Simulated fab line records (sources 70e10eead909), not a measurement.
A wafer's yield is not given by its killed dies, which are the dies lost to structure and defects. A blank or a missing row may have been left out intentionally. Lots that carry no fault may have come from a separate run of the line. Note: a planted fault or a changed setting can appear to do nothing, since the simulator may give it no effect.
Which tool did it?    flow nand harc    15 lots, 45 wafers sampled, at 4 steps of a route of 1159

== WHAT THE GAUGES READ, wafer by wafer ==
The record lacks any reading of a measuring or inspecting step that a usual standard deviation could be used to judge.

== EACH LOT AND THE TOOL THAT RAN IT (in order: tool; ch and the chambers of the sampled wafers; start) ==
lot   NHARC_A_BLC_CVD_24                        NHARC_A_BLC_CMP_25             NHARC_A_M0_EXPOSE_06                NHARC_A_M0_ETCH_15
L244  cvd w-01 ch 0,1, day 17 23:26 or earlier  cmp-04 ch 0,1,3, day 17 23:26  arfi scanner-01 ch 0, day 18 00:27  rie diel-04 ch 0,3, no start
L245  cvd w-02 ch 0,1, day 18 02:06 or earlier  cmp-04 ch 0,1,3, day 18 02:06  arfi scanner-01 ch 0, day 18 03:13  rie diel-02 ch 0,2,3, no start
L247  cvd w-02 ch 0,1, day 18 04:36 or earlier  cmp-04 ch 1,2,3, day 18 04:36  arfi scanner-03 ch 0, day 18 05:45  rie diel-02 ch 1,2,3, no start
L246  cvd w-01 ch 0,1, day 18 05:35 or earlier  cmp-03 ch 0,2,3, day 18 05:35  arfi scanner-02 ch 0, day 18 06:53  rie diel-04 ch 1,3, no start
L249  cvd w-01 ch 0,1, day 18 23:58 or earlier  cmp-04 ch 0,1,3, day 18 23:58  arfi scanner-02 ch 0, day 19 01:00  rie diel-13 ch 1,2,3, no start
L248  cvd w-01 ch 1, day 19 03:15 or earlier    cmp-03 ch 1,2,3, day 19 03:15  arfi scanner-01 ch 0, day 19 04:28  rie diel-02 ch 1,2,3, no start
L250  cvd w-01 ch 0,1, day 19 04:37 or earlier  cmp-03 ch 0,1,2, day 19 04:37  arfi scanner-03 ch 0, day 19 05:46  rie diel-04 ch 0,2,3, no start
L260  cvd w-01 ch 0,1, day 22 05:32 or earlier  cmp-03 ch 0,1, day 22 05:32    arfi scanner-03, day 22 06:44       rie diel-04 ch 0,3, no start
L259  cvd w-01 ch 1, day 22 05:59 or earlier    cmp-04 ch 0,1,3, day 22 05:59  arfi scanner-03, day 22 07:00       rie diel-13 ch 1,2, no start
L261  cvd w-01 ch 0,1, day 22 07:34 or earlier  cmp-03 ch 0,1,2, day 22 07:34  arfi scanner-03 ch 0, day 22 08:57  rie diel-04 ch 0,1, no start
L258  cvd w-02 ch 0,1, day 22 07:34 or earlier  cmp-02 ch 0,1,2, day 22 07:34  arfi scanner-02, day 22 09:07       rie diel-04 ch 1,2, no start
L264  cvd w-01 ch 0,1, day 22 15:17 or earlier  cmp-04 ch 0,1,2, day 22 15:17  arfi scanner-03 ch 0, day 22 16:27  rie diel-02 ch 0,2,3, no start
L263  cvd w-01 ch 0,1, day 22 15:45 or earlier  cmp-04 ch 1,2, day 22 15:45    arfi scanner-02 ch 0, day 22 17:11  rie diel-04 ch 0,1, no start
L267  cvd w-01 ch 0,1, day 23 01:54 or earlier  cmp-03 ch 0,2, day 23 01:54    arfi scanner-02 ch 0, day 23 03:02  rie diel-13 ch 2,3, no start
L266  cvd w-01 ch 0,1, day 23 05:59 or earlier  cmp-03 ch 2,3, day 23 05:59    arfi scanner-02 ch 0, day 23 07:04  rie diel-13 ch 0,2,3, no start
- NHARC_A_BLC_CVD_24: deposits W, target thk 150 nm, time 434 s.
- NHARC_A_BLC_CMP_25: polishes, t overpolish 30 s, target thk 150 nm.
- NHARC_A_M0_EXPOSE_06: exposes mask A M0, target cd 80 nm.
- NHARC_A_M0_ETCH_15: etches the open film in C4F8/Ar, target depth 150 nm, overetch 15 nm, time 82.5 s.

== AS READ BY THE TOOLS THEMSELVES (means over the sampled wafers that have a number; for cases with no such wafer, the mark the record gives instead) ==
NHARC_A_BLC_CVD_24.
lot   tool      heater power outer w (W)  heater power w (W)  mfc h2 sccm (sccm)  throttle valve pct (%)
L244  cvd w-01  296                       499                 1602                7.79
L245  cvd w-02  278                       483                 1595                7.85
L247  cvd w-02  291                       493                 1600                7.92
L246  cvd w-01  274                       469                 1602                7.71
L249  cvd w-01  275                       467                 1599                7.81
L248  cvd w-01  251                       448                 1598                7.89
L250  cvd w-01  272                       480                 1601                7.99
L260  cvd w-01  289                       496                 1604                7.65
L259  cvd w-01  270                       469                 1598                7.62
L261  cvd w-01  303                       523                 1597                7.60
L258  cvd w-02  293                       498                 1597                7.97
L264  cvd w-01  304                       517                 1599                7.64
L263  cvd w-01  288                       498                 1600                7.81
L267  cvd w-01  301                       516                 1602                7.72
L266  cvd w-01  287                       500                 1598                7.79

NHARC_A_BLC_CMP_25.
lot   tool    motor current A (A)  overpolish run s (s)  retaining ring pressure frac  time to endpoint s (s)
L244  cmp-04  13.3                 29.992                0.998                         28.5
L245  cmp-04  13.5                 30.007                1.001                         27.5
L247  cmp-04  13.7                 30.008                0.999                         27.7
L246  cmp-03  11.3                 29.997                0.997                         26.2
L249  cmp-04  13.6                 30.000                1.004                         29.0
L248  cmp-03  11.8                 30.004                0.999                         27.8
L250  cmp-03  11.6                 29.999                0.999                         30.5
L260  cmp-03  11.2                 29.997                0.998                         29.4
L259  cmp-04  13.3                 29.994                1.006                         24.2
L261  cmp-03  11.3                 30.002                1.004                         27.5
L258  cmp-02  12.8                 30.001                0.995                         30.7
L264  cmp-04  12.7                 30.006                1.005                         25.5
L263  cmp-04  13.1                 29.999                1.004                         25.6
L267  cmp-03  11.1                 29.997                0.996                         27.5
L266  cmp-03  11.2                 29.997                0.999                         26.4

NHARC_A_M0_EXPOSE_06.
lot   tool             exposure dose mJ cm2  focus offset nm (nm)
L244  arfi scanner-01  83.26                 -0.1
L245  arfi scanner-01  83.27                 -0.7
L247  arfi scanner-03  83.22                 0.3
L246  arfi scanner-02  83.25                 0.2
L249  arfi scanner-02  83.26                 0.4
L248  arfi scanner-01  83.25                 0.6
L250  arfi scanner-03  83.19                 -0.4
L260  arfi scanner-03  -                     -
L259  arfi scanner-03  -                     -
L261  arfi scanner-03  83.22                 0.9
L258  arfi scanner-02  -                     -
L264  arfi scanner-03  83.30                 0.2
L263  arfi scanner-02  83.17                 -0.3
L267  arfi scanner-02  83.23                 -0.8
L266  arfi scanner-02  83.29                 0.3

NHARC_A_M0_ETCH_15.
lot   tool         oes product au (a.u.)  rf vpp V (V)
L244  rie diel-04  0.934                  443.6
L245  rie diel-02  0.939                  443.6
L247  rie diel-02  0.970                  443.5
L246  rie diel-04  0.965                  444.2
L249  rie diel-13  0.932                  440.0
L248  rie diel-02  0.931                  443.7
L250  rie diel-04  0.933                  442.2
L260  rie diel-04  0.960                  443.9
L259  rie diel-13  0.966                  440.8
L261  rie diel-04  0.970                  443.5
L258  rie diel-04  0.951                  440.4
L264  rie diel-02  0.961                  442.9
L263  rie diel-04  0.976                  442.3
L267  rie diel-13  0.975                  440.5
L266  rie diel-13  0.983                  438.9

== THE ANSWER, worked out from the rows above alone ==
Rule: usual is defined by the lots themselves. The widest of any qualifying gaps counts: lots, ordered by their means at a reading, are off when they make up no more than a third of the lots, leave a main group of 4 or more, and stand apart from it by 3 or more times the standard deviation of that group's means. A main group whose means are all the same, to the digits that the tables above print for the reading, isn't used. A lot without any number at a reading at which 4 lots or more have one is off too. Where the step has rows for the other lots, those lots are counted as sound. The gauges are gone through in route order, then the tools' own readings, and for those a lot's mean is taken as printed above. The first step at which some lot is off is used, and at that step the reading that is off furthest; a lot without a number counts as furthest.
Off: L260, L259, L258 (NHARC_A_M0_EXPOSE_06, exposure dose mJ cm2). Without a number there: L260, L259, L258. The main group: mean 83.24, standard deviation 0.037.
A tool fits if, at that step or a process step before it, it ran every lot that is off, and no sound lot after the first of them. Because NHARC_A_BLC_CVD_24 lacks a start for some lots, the hours and order of its lots are taken from NHARC_A_BLC_CMP_25. None of those tried fits.

== WHAT THE SIMULATOR HAD PUT IN ==
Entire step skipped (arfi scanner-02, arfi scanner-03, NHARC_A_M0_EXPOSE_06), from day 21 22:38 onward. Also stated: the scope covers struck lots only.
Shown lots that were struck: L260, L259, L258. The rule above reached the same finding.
